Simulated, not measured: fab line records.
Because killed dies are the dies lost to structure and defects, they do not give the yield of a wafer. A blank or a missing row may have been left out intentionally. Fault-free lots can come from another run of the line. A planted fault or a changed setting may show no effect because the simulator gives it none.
fab line records ; flow nand_harc ; part 1 of 2: steps 1 to 29 of 41
[record] lots = 5; wafers = 15; last_day = 32
route steps=1302 shown P_BONDPAD@377 A_START@389 A_ZERO_WELL@390 A_SOURCE_PLATE@413
lots untouched by any fault: they come from a run of this same line in which no faults occurred
start_h: the number of hours between the record's first day and the start of the first shown wafer of the lot ; wait_h: hours since the lot's step before ; " same as the row above ; L1.1+2: a row that stands for several wafers ; - value missing, or start not given ; * or withheld: withheld ; < > ~ a bound
route shown NAME@n: names a module that has steps shown in the file, with the first one's number in the route ; usual: mean/standard deviation of fault-free wafers ; same: alike in all rows ; chamber/n: place in a boat ; sites: readings site by site ; _std_site: how widely they spread, as a standard deviation ; _edge_site: mean of outer sites minus mean of inner sites ; radius_mm: how far each site lies from the wafer's centre ; mask NAME#n: copy n ; behind: the most recent tool/chamber to have shaped the wafer ; hold: the reason the lot was held/the length of the hold in hours/how it ended ; device: the n, p or np transistor that did not switch ; end of line: at the end of the route, the tests of the same wafers ; a step without rows: its recipe alone ; killed: count of dies lost to structure and defects at first sort (not the wafer's yield) ; map: a wafer's dies, marking killed ones x, the rest . and places with no die _
set.NAME: the setting the step ran with; set.NAME@STEP: the setting that earlier step ran with ; model.NAME: the simulator's own value behind a step, which no gauge read
lots at some steps of the route; a table a step, a row a wafer
services: when a tool's chamber went out of use (start_h, in hours from the record's first day, below 0 if earlier), for how many hours, and the reason
[[steps]]
[step NHARC_P_BONDPAD_PVD_27]
[recipe] target_thk_a = 300; chamber_pressure_pa = 5; power_w = 5000; substrate_temp_c = 30; time_s = 20.49; material = Cu
[usual] throttle_valve_pct = 29.8/0.82
lot.wafer;tool;chamber;start_h;wait_h;throttle_valve_pct
L081.4;pvd_sputter-02;-;-;-;30.2
L081.1;pvd_sputter-02;-;-;-;30.4
L081.6;pvd_sputter-02;-;-;-;29.9
L082.1;pvd_sputter-02;-;-;-;31.2
L082.3;pvd_sputter-02;-;-;-;30.2
L082.6;pvd_sputter-02;-;-;-;29.9
L087.2;pvd_sputter-02;-;-;-;30.2
L087.6;pvd_sputter-02;-;-;-;30.1
L087.5;pvd_sputter-02;-;-;-;30.5
L088.3;pvd_sputter-01;-;-;-;30.4
L088.1;pvd_sputter-01;-;-;-;31.0
L088.6;pvd_sputter-01;-;-;-;30.5
L092.3;pvd_sputter-02;-;-;-;29.8
L092.5;pvd_sputter-02;-;-;-;30.5
L092.6;pvd_sputter-02;-;-;-;30.3
[step NHARC_P_BONDPAD_ECD_18]
[recipe] target_thk_a = 4000; bath_temp_c = 25; material = Cu
lot.wafer;tool;chamber;start_h;wait_h
L081.1+4+6;ecd_cu-02;0;205.69;-
L082.1+3+6;ecd_cu-01;1,0,0;213.32;-
L087.2+6+5;ecd_cu-02;1,0,1;262.91;-
L088.1+3+6;ecd_cu-01;0,1,1;280.65;-
L092.3+5+6;ecd_cu-01;0,0,1;318.31;-
[step NHARC_P_BONDPAD_ANNEAL_28]
[recipe] temp_c = 225; time_s = 90
[usual] wafer_temp_C_max = 225.94/0.2
lot.wafer;tool;chamber;start_h;wait_h;wafer_temp_C_max
L081.1;rtp_anneal-02;0;206.02;0.3;226.06
L081.4;rtp_anneal-02;0;206.02;0.3;226.07
L081.6;rtp_anneal-02;0;206.02;0.3;226.13
L082.1;rtp_anneal-02;0;213.69;-;225.98
L082.3;rtp_anneal-02;0;213.69;-;225.71
L082.6;rtp_anneal-02;0;213.69;-;225.96
L087.2;rtp_anneal-01;0;263.34;0.4;226.26
L087.5;rtp_anneal-01;0;263.34;0.4;225.83
L087.6;rtp_anneal-01;0;263.34;0.4;226.18
L088.1;rtp_anneal-02;0;280.98;-;225.96
L088.3;rtp_anneal-02;0;280.98;-;225.88
L088.6;rtp_anneal-02;0;280.98;-;225.89
L092.3;rtp_anneal-02;0;318.69;0.3;225.78
L092.5;rtp_anneal-02;0;318.69;0.3;226.01
L092.6;rtp_anneal-02;0;318.69;0.3;225.90
[step NHARC_P_BONDPAD_CMP_19]
[recipe] t_overpolish_s = 30; cu_recess_touch_s = 16; target_thk_nm = 160.81
[usual] motor_current_A = 12.0/1.2; overpolish_run_s = 29.999/0.0076
[same] t_overpolish_s = 30
lot.wafer;tool;chamber;start_h;wait_h;motor_current_A;overpolish_run_s
L081.4;cmp-01;2;206.39;-;10.6;29.989
L081.1;cmp-01;0;206.39;-;9.6;29.998
L081.6;cmp-01;1;206.39;-;10.6;30.004
L082.3;cmp-02;2;214.04;-;12.5;30.004
L082.1;cmp-02;1;214.04;-;12.9;29.989
L082.6;cmp-02;3;214.04;-;11.7;30.004
L087.2;cmp-02;1;263.95;-;12.8;30.001
L087.5;cmp-02;3;263.95;-;12.6;29.986
L087.6;cmp-02;0;263.95;-;12.7;29.999
L088.1;cmp-02;1;281.33;-;12.7;30.001
L088.3;cmp-02;0;281.33;-;12.5;29.997
L088.6;cmp-02;1;281.33;-;12.6;29.998
L092.3;cmp-03;3;318.93;-;10.4;30.002
L092.6;cmp-03;3;318.93;-;10.2;29.994
L092.5;cmp-03;0;318.93;-;11.5;30.012
[step NHARC_P_BONDPAD_THK_MEAS_20]
[recipe] thk_meas_gauge = xrf
[usual] thk_nm = 160.7/1.5
lot.wafer;tool;chamber;start_h;wait_h;thk_nm
L081.1;film_metro-02;-;206.69;-;159.5
L081.4;film_metro-02;-;206.69;-;161.9
L081.6;film_metro-02;-;206.69;-;160.8
L082.1;film_metro-01;-;214.36;-;159.6
L082.3;film_metro-01;-;214.36;-;160.2
L082.6;film_metro-01;-;214.36;-;161.2
L087.2;film_metro-02;-;264.22;-;160.1
L087.5;film_metro-02;-;264.22;-;159.5
L087.6;film_metro-02;-;264.22;-;161.8
L088.1;film_metro-02;-;281.65;-;161.2
L088.3;film_metro-02;-;281.65;-;162.8
L088.6;film_metro-02;-;281.65;-;159.3
L092.3;film_metro-02;-;319.26;-;159.2
L092.5;film_metro-02;-;319.26;-;161.6
L092.6;film_metro-02;-;319.26;-;159.6
[step NHARC_P_BONDPAD_SRD_21]
[recipe] time_s = 30; temp_c = 23; dry_time_s = 20; spin_rpm = 1500
lot.wafer;tool;chamber;start_h;wait_h
L081.6+1+4;wet_bench-10;3,4,5;206.74;0.0
L082.6+1+3;wet_bench-10;4,6,0;214.40;0.0
L087.2+6+5;wet_bench-10;1,2,5;264.26;0.0
L088.3+6+1;wet_bench-08;1,3,5;281.70;0.0
L092.5+6+3;wet_bench-10;4,5,6;319.31;0.1
[step NHARC_P_BONDPAD_INSPECT_23]
[usual] raw_defect_count = 319/110
lot.wafer;tool;chamber;start_h;wait_h;raw_defect_count
L081.1;defect_inspect-01;-;206.91;0.0;214
L081.4;defect_inspect-01;-;206.91;0.0;297
L081.6;defect_inspect-01;-;206.91;0.0;292
L082.1;defect_inspect-01;-;214.58;0.0;379
L082.3;defect_inspect-01;-;214.58;0.0;301
L082.6;defect_inspect-01;-;214.58;0.0;415
L087.2;defect_inspect-02;-;264.42;0.0;231
L087.5;defect_inspect-02;-;264.42;0.0;235
L087.6;defect_inspect-02;-;264.42;0.0;263
L088.1;defect_inspect-02;-;281.86;0.0;537
L088.3;defect_inspect-02;-;281.86;0.0;395
L088.6;defect_inspect-02;-;281.86;0.0;395
L092.3;defect_inspect-02;-;319.48;0.0;199
L092.5;defect_inspect-02;-;319.48;0.0;168
L092.6;defect_inspect-02;-;319.48;0.0;188
[step NHARC_P_BONDPAD_ACTIVATE_29]
[recipe] time_s = 60; n2_flow_sccm = 200; ar_flow_sccm = 0; bias_power_w = 0; chemistry = N2
[usual] drypump_motor_current_A = 5.8/0.42; oes_product_au = 0.998/0.01; rf_vpp_V = 64.2/0.97; showerhead_plenum_p_Torr = 1.77/0.082
lot.wafer;tool;chamber;start_h;wait_h;drypump_motor_current_A;oes_product_au;rf_hours_counter_h;rf_vpp_V;showerhead_plenum_p_Torr
L081.1;rie_diel-07;0;207.00;0.1;6.5;0.980;1.6;63.2;1.66
L081.4;rie_diel-07;1;207.00;0.1;5.9;0.992;1.6;64.5;1.91
L081.6;rie_diel-07;2;207.00;0.1;6.4;0.994;-;64.9;1.76
L082.1;rie_diel-05;2;214.65;0.1;6.1;0.998;8.8;65.1;1.90
L082.3;rie_diel-05;1;214.65;0.1;6.6;0.999;6.8;64.8;1.81
L082.6;rie_diel-05;3;214.65;0.1;5.6;0.998;-;65.9;1.75
L087.2;rie_diel-01;3;264.52;0.1;6.1;0.988;3.5;64.5;1.69
L087.5;rie_diel-01;0;264.52;0.1;5.3;1.004;-;65.7;1.88
L087.6;rie_diel-01;1;264.52;0.1;5.8;1.004;-;64.8;1.78
L088.3;rie_diel-01;0;281.92;0.1;5.2;1.007;3.6;63.7;1.88
L088.1;rie_diel-01;3;281.92;0.1;6.2;0.989;4.1;64.4;1.69
L088.6;rie_diel-01;0;281.92;0.1;5.2;1.006;-;65.2;1.88
L092.3;rie_diel-01;1;319.57;0.1;5.7;0.992;5.6;63.0;1.78
L092.6;rie_diel-01;2;319.57;0.1;5.5;0.983;-;64.6;1.73
L092.5;rie_diel-01;0;319.57;0.1;5.2;0.999;-;63.7;1.88
[step NHARC_P_BONDPAD_PRECLEAN_30]
[recipe] time_s = 300; temp_c = 23; chemistry = DIW
lot.wafer;tool;chamber;start_h;wait_h
L081.1+4+6;wet_bench-10;4,5,6;207.14;0.1
L082.6+1+3;wet_bench-08;5,7,0;214.80;0.1
L087.6+2+5;wet_bench-08;5,0,2;264.64;0.1
L088.1+6+3;wet_bench-08;2,4,6;282.08;0.1
L092.6+3+5;wet_bench-10;1,2,4;319.72;0.1
[step NHARC_P_BONDPAD_SRD_31]
[recipe] time_s = 30; temp_c = 23; dry_time_s = 20; spin_rpm = 1500
lot.wafer;tool;chamber;start_h;wait_h
L081.1+4+6;wet_bench-10;4,5,6;-;-
L082.6+1+3;wet_bench-08;5,7,0;-;-
L087.6+2+5;wet_bench-08;5,0,2;-;-
L088.1+6+3;wet_bench-08;2,4,6;-;-
L092.6+3+5;wet_bench-10;1,2,4;-;-
[step NHARC_A_START_INSPECT_01]
[usual] raw_defect_count = 3.2/1.9
lot.wafer;tool;chamber;start_h;wait_h;raw_defect_count
L081.1;defect_inspect-01;-;207.37;-;1
L081.4;defect_inspect-01;-;207.37;-;3
L081.6;defect_inspect-01;-;207.37;-;4
L082.1;defect_inspect-01;-;215.06;-;1
L082.3;defect_inspect-01;-;215.06;-;2
L082.6;defect_inspect-01;-;215.06;-;3
L087.2;defect_inspect-02;-;264.89;-;1
L087.5;defect_inspect-02;-;264.89;-;4
L087.6;defect_inspect-02;-;264.89;-;6
L088.1;defect_inspect-02;-;282.32;-;6
L088.3;defect_inspect-02;-;282.32;-;1
L088.6;defect_inspect-02;-;282.32;-;4
L092.3;defect_inspect-02;-;319.97;-;2
L092.5;defect_inspect-02;-;319.97;-;2
L092.6;defect_inspect-02;-;319.97;-;3
[step NHARC_A_ZERO_WELL_PRECLEAN_00]
[recipe] time_s = 600; temp_c = 120; chemistry = SPM
lot.wafer;tool;chamber;start_h;wait_h
L081.1+4+6;wet_bench-04;2,3,4;207.48;0.1
L082.1+3+6;wet_bench-06;7,0,3;215.16;0.1
L087.5+6+2;wet_bench-06;5,0,2;264.97;0.1
L088.6+1+3;wet_bench-05;2,3,6;282.41;0.1
L092.5+3+6;wet_bench-05;5,6,7;320.07;0.1
[step NHARC_A_ZERO_WELL_SRD_01]
lot.wafer;tool;chamber;start_h;wait_h
L081.1+4+6;wet_bench-04;2,3,4;-;-
L082.1+3+6;wet_bench-06;7,0,3;-;-
L087.5+6+2;wet_bench-06;5,0,2;-;-
L088.6+1+3;wet_bench-05;2,3,6;-;-
L092.5+3+6;wet_bench-05;5,6,7;-;-
[step NHARC_A_ZERO_WELL_DEHYDRATE_02]
[recipe] temp_c = 150; time_s = 120
[usual] plate_temp_C = 149.99/0.16
lot.wafer;tool;chamber;start_h;wait_h;plate_temp_C
L081.1;litho_track-03;0;207.77;-;149.79
L081.4;litho_track-03;0;207.77;-;149.89
L081.6;litho_track-03;0;207.77;-;149.99
L082.1;litho_track-07;0;215.46;-;150.02
L082.3;litho_track-07;0;215.46;-;149.78
L082.6;litho_track-07;0;215.46;-;149.64
L087.2;litho_track-03;0;265.29;-;149.93
L087.5;litho_track-03;0;265.29;-;149.91
L087.6;litho_track-03;0;265.29;-;149.97
L088.1;litho_track-05;0;282.73;-;150.03
L088.3;litho_track-05;0;282.73;-;150.18
L088.6;litho_track-05;0;282.73;-;150.06
L092.3;litho_track-03;0;320.37;-;149.78
L092.5;litho_track-03;0;320.37;-;149.92
L092.6;litho_track-03;0;320.37;-;149.82
[step NHARC_A_ZERO_WELL_HMDS_03]
[recipe] time_s = 30
lot.wafer;tool;chamber;start_h;wait_h
L081.1+4+6;litho_track-03;0;-;-
L082.1+3+6;litho_track-07;0;-;-
L087.2+5+6;litho_track-03;0;-;-
L088.1+3+6;litho_track-05;0;-;-
L092.3+5+6;litho_track-03;0;-;-
[step NHARC_A_ZERO_WELL_COAT_18]
[recipe] temp_c = 200; time_s = 65
[usual] plate_temp_C = 200.01/0.16
lot.wafer;tool;chamber;start_h;wait_h;plate_temp_C
L081.1;litho_track-03;0;-;-;200.20
L081.4;litho_track-03;0;-;-;200.08
L081.6;litho_track-03;0;-;-;200.04
L082.1;litho_track-07;0;-;-;199.89
L082.3;litho_track-07;0;-;-;199.92
L082.6;litho_track-07;0;-;-;200.02
L087.2;litho_track-03;0;-;-;199.67
L087.5;litho_track-03;0;-;-;199.94
L087.6;litho_track-03;0;-;-;199.88
L088.1;litho_track-05;0;-;-;199.76
L088.3;litho_track-05;0;-;-;200.04
L088.6;litho_track-05;0;-;-;199.98
L092.3;litho_track-03;0;-;-;200.28
L092.5;litho_track-03;0;-;-;200.22
L092.6;litho_track-03;0;-;-;200.24
[step NHARC_A_ZERO_WELL_COAT_04]
[recipe] spin_rpm = 2000; resist_thk_nm = 600
lot.wafer;tool;chamber;start_h;wait_h
L081.1+4+6;litho_track-03;0;-;-
L082.1+3+6;litho_track-07;0;-;-
L087.2+5+6;litho_track-03;0;-;-
L088.1+3+6;litho_track-05;0;-;-
L092.3+5+6;litho_track-03;0;-;-
[step NHARC_A_ZERO_WELL_SOFTBAKE_05]
[recipe] temp_c = 125; time_s = 70
[usual] plate_temp_C = 124.99/0.13
lot.wafer;tool;chamber;start_h;wait_h;plate_temp_C
L081.1;litho_track-03;0;-;-;124.88
L081.4;litho_track-03;0;-;-;125.00
L081.6;litho_track-03;0;-;-;125.08
L082.1;litho_track-07;0;-;-;124.85
L082.3;litho_track-07;0;-;-;124.84
L082.6;litho_track-07;0;-;-;124.72
L087.2;litho_track-03;0;-;-;124.83
L087.5;litho_track-03;0;-;-;124.97
L087.6;litho_track-03;0;-;-;124.85
L088.1;litho_track-05;0;-;-;124.94
L088.3;litho_track-05;0;-;-;125.11
L088.6;litho_track-05;0;-;-;125.26
L092.3;litho_track-03;0;-;-;124.95
L092.5;litho_track-03;0;-;-;124.94
L092.6;litho_track-03;0;-;-;124.95
[step NHARC_A_ZERO_WELL_EBR_06]
lot.wafer;tool;chamber;start_h;wait_h
L081.1+4+6;litho_track-03;0;-;-
L082.1+3+6;litho_track-07;0;-;-
L087.2+5+6;litho_track-03;0;-;-
L088.1+3+6;litho_track-05;0;-;-
L092.3+5+6;litho_track-03;0;-;-
[step NHARC_A_ZERO_WELL_EXPOSE_07]
[recipe] na = 0.55; dose_mj = 33.85; mask_id = A_ZERO
lot.wafer;tool;chamber;start_h;wait_h;mask
L081.1+4+6;krf_scanner-03;0;208.06;-;A_ZERO#0
L082.1+3+6;krf_scanner-01;0;215.75;-;A_ZERO#0
L087.2+5+6;krf_scanner-01;0;265.58;-;A_ZERO#0
L088.1+3+6;krf_scanner-04;0;283.02;-;A_ZERO#0
L092.3+5+6;krf_scanner-04;0;320.67;-;A_ZERO#0
[step NHARC_A_ZERO_WELL_PEB_08]
[recipe] peb_temp_c = 128; peb_time_s = 80
[usual] plate_temp_C = 128.03/0.13
lot.wafer;tool;chamber;start_h;wait_h;plate_temp_C
L081.1;litho_track-05;0;208.13;0.1;127.90
L081.4;litho_track-05;0;208.13;0.1;127.83
L081.6;litho_track-05;0;208.13;0.1;128.04
L082.1;litho_track-07;0;215.82;0.1;127.92
L082.3;litho_track-07;0;215.82;0.1;127.93
L082.6;litho_track-07;0;215.82;0.1;128.10
L087.2;litho_track-05;0;265.64;0.1;128.13
L087.5;litho_track-05;0;265.64;0.1;128.12
L087.6;litho_track-05;0;265.64;0.1;128.23
L088.1;litho_track-07;0;283.09;0.1;128.07
L088.3;litho_track-07;0;283.09;0.1;127.99
L088.6;litho_track-07;0;283.09;0.1;128.06
L092.3;litho_track-05;0;320.73;0.1;127.91
L092.5;litho_track-05;0;320.73;0.1;128.12
L092.6;litho_track-05;0;320.73;0.1;127.97
[step NHARC_A_ZERO_WELL_DEVELOP_09]
[recipe] time_s = 50; dev_temp_c = 22
lot.wafer;tool;chamber;start_h;wait_h
L081.1+4+6;litho_track-05;0;-;-
L082.1+3+6;litho_track-07;0;-;-
L087.2+5+6;litho_track-05;0;-;-
L088.1+3+6;litho_track-07;0;-;-
L092.3+5+6;litho_track-05;0;-;-
[step NHARC_A_ZERO_WELL_CD_MEAS_10]
[recipe] target_cd_nm = 2000; landing_energy_ev = 500
[usual] cd_nm = 2000.2/2.3
lot.wafer;tool;chamber;start_h;wait_h;cd_nm
L081.1;cd_sem-01;0;208.21;-;1999.3
L081.4;cd_sem-01;0;208.21;-;1999.8
L081.6;cd_sem-01;0;208.21;-;2000.1
L082.1;cd_sem-01;0;215.91;-;1997.7
L082.3;cd_sem-01;0;215.91;-;1997.6
L082.6;cd_sem-01;0;215.91;-;1999.2
L087.2;cd_sem-02;0;265.73;-;2000.1
L087.5;cd_sem-02;0;265.73;-;1998.0
L087.6;cd_sem-02;0;265.73;-;2002.7
L088.1;cd_sem-02;0;283.17;-;1997.2
L088.3;cd_sem-02;0;283.17;-;2000.8
L088.6;cd_sem-02;0;283.17;-;1995.7
L092.3;cd_sem-01;0;320.81;-;1999.6
L092.5;cd_sem-01;0;320.81;-;2000.6
L092.6;cd_sem-01;0;320.81;-;1998.7
[step NHARC_A_ZERO_WELL_HARDBAKE_11]
[recipe] temp_c = 118; time_s = 65
[usual] plate_temp_C = 117.95/0.15
lot.wafer;tool;chamber;start_h;wait_h;plate_temp_C
L081.1;litho_track-07;0;208.29;-;117.98
L081.4;litho_track-07;0;208.29;-;118.02
L081.6;litho_track-07;0;208.29;-;117.89
L082.1;litho_track-07;0;215.99;-;117.70
L082.3;litho_track-07;0;215.99;-;117.96
L082.6;litho_track-07;0;215.99;-;117.83
L087.2;litho_track-07;0;265.81;-;118.07
L087.5;litho_track-07;0;265.81;-;118.05
L087.6;litho_track-07;0;265.81;-;117.85
L088.1;litho_track-05;0;283.25;-;117.87
L088.3;litho_track-05;0;283.25;-;117.90
L088.6;litho_track-05;0;283.25;-;118.05
L092.3;litho_track-07;0;320.89;-;118.07
L092.5;litho_track-07;0;320.89;-;118.15
L092.6;litho_track-07;0;320.89;-;118.08
[step NHARC_A_ZERO_WELL_DESCUM_12]
[recipe] time_s = 3; o2_flow_sccm = 200; ar_flow_sccm = 0; bias_power_w = 0; chemistry = O2
[usual] drypump_motor_current_A = 5.6/0.49; oes_product_au = 0.999/0.01; rf_vpp_V = 57.8/0.99; showerhead_plenum_p_Torr = 1.94/0.092; throttle_valve_pct = 11.311/0.0098
lot.wafer;tool;chamber;start_h;wait_h;drypump_motor_current_A;oes_product_au;rf_hours_counter_h;rf_vpp_V;showerhead_plenum_p_Torr;throttle_valve_pct
L081.1;rie_diel-11;2;208.38;-;5.7;0.991;22;58.2;1.99;11.307
L081.4;rie_diel-11;0;208.38;-;5.5;0.986;23;58.5;1.98;11.320
L081.6;rie_diel-11;1;208.38;-;5.7;1.000;-;56.0;1.77;11.314
L082.3;rie_diel-13;0;216.07;-;5.6;0.996;1;56.3;1.91;11.310
L082.1;rie_diel-13;2;216.07;-;5.6;1.009;0;59.0;2.01;11.320
L082.6;rie_diel-13;1;216.07;-;4.8;1.006;-;57.4;2.03;11.319
L087.2;rie_diel-13;0;265.88;-;5.6;1.001;2;59.3;1.91;11.313
L087.5;rie_diel-13;0;265.88;-;5.6;1.004;-;58.0;1.91;11.314
L087.6;rie_diel-13;1;265.88;-;4.8;1.000;-;57.4;2.03;11.310
L088.1;rie_diel-13;2;283.33;-;5.6;1.012;2;57.2;2.01;11.330
L088.3;rie_diel-13;1;283.33;-;4.8;1.011;3;57.9;2.03;11.301
L088.6;rie_diel-13;2;283.33;-;5.6;1.007;-;58.6;2.01;11.297
L092.3;rie_diel-11;3;320.99;-;5.7;1.011;10;56.4;1.77;11.331
L092.5;rie_diel-11;0;320.99;-;5.5;1.001;-;58.3;1.97;11.311
L092.6;rie_diel-11;1;320.99;-;5.7;0.982;-;56.8;1.76;11.320
[step NHARC_A_ZERO_WELL_ETCH_19]
[recipe] target_depth_a = 800; overetch_a = 240; time_s = 87.88; ion_energy_ev = 200; n2_flow_sccm = 150; h2_flow_sccm = 150; ar_flow_sccm = 0; rf_w = 400; bias_w = 150; chemistry = N2/H2
[usual] bias_w = 150.0/0.5; drypump_motor_current_A = 5.6/0.49; oes_product_au = 1.001/0.012; rf_vpp_V = 431.4/3; showerhead_plenum_p_Torr = 2.08/0.1; throttle_valve_pct = 14.171/0.009
lot.wafer;tool;chamber;start_h;wait_h;bias_w;drypump_motor_current_A;oes_product_au;rf_hours_counter_h;rf_vpp_V;showerhead_plenum_p_Torr;throttle_valve_pct
L081.1;rie_diel-11;1;208.46;0.1;150.0;5.8;0.992;23;426.6;1.88;14.156
L081.4;rie_diel-11;0;208.46;0.1;150.9;5.5;0.993;23;432.7;2.11;14.184
L081.6;rie_diel-11;1;208.46;0.1;150.2;5.7;0.991;-;425.8;1.88;14.173
L082.3;rie_diel-13;2;216.16;0.1;150.2;5.6;1.007;0;433.6;2.15;14.150
L082.1;rie_diel-13;1;216.16;0.1;150.8;4.8;1.015;1;434.2;2.16;14.165
L082.6;rie_diel-13;3;216.16;0.1;150.3;6.4;1.001;-;433.6;2.13;14.179
L087.2;rie_diel-13;1;265.97;0.1;150.0;4.8;1.001;2;434.8;2.16;14.168
L087.5;rie_diel-13;0;265.97;0.1;149.3;5.6;1.002;-;430.3;2.03;14.173
L087.6;rie_diel-13;1;265.97;0.1;150.1;4.8;1.008;-;433.5;2.16;14.171
L088.1;rie_diel-13;2;283.43;0.1;150.0;5.6;1.005;2;433.1;2.15;14.177
L088.3;rie_diel-13;1;283.43;0.1;150.8;4.8;1.007;3;432.7;2.16;14.167
L088.6;rie_diel-13;1;283.43;0.1;150.2;4.8;0.999;-;434.5;2.16;14.167
L092.3;rie_diel-11;2;321.07;0.1;149.6;5.7;0.990;12;432.5;2.12;14.179
L092.6;rie_diel-11;3;321.07;0.1;149.9;5.8;1.018;-;426.0;1.88;14.165
L092.5;rie_diel-11;0;321.07;0.1;149.2;5.5;1.003;-;432.9;2.10;14.158
[step NHARC_A_ZERO_WELL_ETCH_13]
[recipe] target_depth_a = 1200; time_s = 40.1; hbr_flow_sccm = 150; cl2_flow_sccm = 50; rf_w = 400; icp_w = 400; bias_w = 100; chemistry = HBr/Cl2
[usual] bias_w = 100.0/0.3; drypump_motor_current_A = 5.69/0.26; mfc_cl2_sccm = 50.02/0.14; oes_product_au = 1.000/0.0096; throttle_valve_pct = 26.405/0.0092
lot.wafer;tool;chamber;start_h;wait_h;bias_w;drypump_motor_current_A;mfc_cl2_sccm;oes_product_au;rf_hours_counter_h;throttle_valve_pct
L081.1;rie_si-05;1;208.57;-;99.9;5.68;50.05;0.998;0.4;26.406
L081.4;rie_si-05;2;208.57;-;100.0;5.28;50.21;0.999;0.4;26.415
L081.6;rie_si-05;1;208.57;-;99.8;5.67;50.01;1.005;-;26.395
L082.3;rie_si-03;1;216.27;-;99.4;5.43;49.93;0.984;1.0;26.402
L082.1;rie_si-03;2;216.27;-;99.8;5.64;50.13;1.000;1.1;26.398
L082.6;rie_si-03;1;216.27;-;99.7;5.42;49.82;0.980;-;26.395
L087.2;rie_si-04;2;266.13;-;99.7;6.12;50.17;1.003;0.6;26.404
L087.6;rie_si-04;3;266.13;-;100.0;5.65;49.68;1.001;-;26.414
L087.5;rie_si-04;0;266.13;-;100.0;5.95;50.42;1.008;-;26.403
L088.1;rie_si-05;1;283.58;-;99.5;5.69;50.01;0.984;0.8;26.411
L088.3;rie_si-05;3;283.58;-;99.8;5.75;49.78;0.986;0.8;26.409
L088.6;rie_si-05;1;283.58;-;99.9;5.70;49.70;0.985;-;26.409
L092.3;rie_si-04;2;321.20;-;100.1;6.10;49.95;1.007;1.0;26.404
L092.6;rie_si-04;0;321.20;-;100.1;5.92;50.13;1.012;-;26.412
L092.5;rie_si-04;1;321.20;-;100.4;5.95;49.85;1.005;-;26.404
[step NHARC_A_ZERO_WELL_STRIP_14]
[recipe] time_s = 900; temp_c = 130; chemistry = SPM
lot.wafer;tool;chamber;start_h;wait_h
L081.1+6+4;wet_bench-06;4,6,7;208.72;-
L082.3+1+6;wet_bench-06;0,1,4;216.43;-
L087.2+5+6;wet_bench-04;2,3,5;266.26;-
L088.3+1+6;wet_bench-04;4,5,7;283.74;-
L092.3+6+5;wet_bench-06;1,2,5;321.32;-
[step NHARC_A_ZERO_WELL_IMPLANT_15]
[recipe] energy_kev = 150; dose_cm2 = 1e+13; tilt_deg = 7
lot.wafer;tool;chamber;start_h;wait_h
L081.1+4+6;implanter-02;0;209.14;0.1
L082.1+3+6;implanter-01;0;216.83;0.1
L087.2+5+6;implanter-01;0;266.68;0.1
L088.1+3+6;implanter-02;0;284.14;0.1
L092.3+5+6;implanter-01;0;321.78;0.1
